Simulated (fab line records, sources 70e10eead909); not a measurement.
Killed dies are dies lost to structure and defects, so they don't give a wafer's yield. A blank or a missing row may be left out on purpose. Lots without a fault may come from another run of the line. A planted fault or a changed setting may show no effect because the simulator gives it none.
One fault seen from 2 desks | flow nand_harc | each desk has only its own numbers; what lay behind them comes last

THE METROLOGY DESK
What the gauges read, lot by lot, whatever tool the lot ran on: means of the sampled wafers that have a number. A lot is out of limits, marked OUT, if its mean lies more than 4 standard deviations from the usual mean; the brackets give that distance.
Columns: A = cd_nm at NHARC_P_STI_CD_MEAS_16, usual 200.2 nm
lot  | first seen here | A
L710 | day 2 19:37     | 198.9
L711 | day 3 07:59     | 199.0
L714 | day 4 15:27     | 201.0
L715 | day 4 23:46     | 201.0
L717 | day 5 19:10     | 202.8
L719 | day 6 14:38     | 201.2
L721 | day 7 09:39     | 199.6
L722 | day 7 21:38     | 200.4
L728 | day 10 07:48    | 199.1
L730 | day 11 05:28    | 201.1
L731 | day 11 14:55    | 198.9
L732 | day 12 02:04    | 200.5
This desk's finding: nothing out of limits on any of the 12 lots.

THE TOOL OWNER'S DESK: arfi_scanner-01
The tool's own readings at NHARC_P_GATE_EXPOSE_23 (exposes mask P GATE, target cd 120 nm): means of the sampled wafers that have a number, for each lot that ran on this tool. A lot is out of limits, marked OUT, if its mean lies more than 4 standard deviations from the usual mean; the brackets give that distance.
Columns: A = exposure_dose_mJ_cm2 at NHARC_P_GATE_EXPOSE_23, usual 93.90
lot  | first seen here | A
L711 | day 5 10:56     | 93.89
L717 | day 7 22:13     | 93.98
L719 | day 8 19:47     | 93.84
L728 | day 12 09:58    | 95.97 (+21) OUT
L730 | day 13 08:00    | 96.05 (+22) OUT
L731 | day 13 19:32    | 95.94 (+21) OUT
This desk's finding: out of limits on L728, L730, L731; first on L728, day 12 09:58 (exposure_dose_mJ_cm2 at NHARC_P_GATE_EXPOSE_23). In limits: L711, L717, L719.

PUT TOGETHER
The tool owner's desk could have raised an alarm at day 12 09:58, on L728, L730, L731.
The metrology desk saw nothing out of limits.
The metrology desk has L728, L730, L731 on record, within its limits.
Of the lots named, all ran NHARC_P_GATE_EXPOSE_23 on arfi_scanner-01.

WHAT THE SIMULATOR HAD PUT IN
Process parameter drift: arfi_scanner-01, from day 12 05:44 on, at NHARC_P_GATE_EXPOSE_23. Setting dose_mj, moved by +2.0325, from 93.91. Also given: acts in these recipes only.
Lots struck among those shown: L728, L730, L731.
Hours from the fault's start to each desk's first reading out of limits: the tool owner's desk, 4.
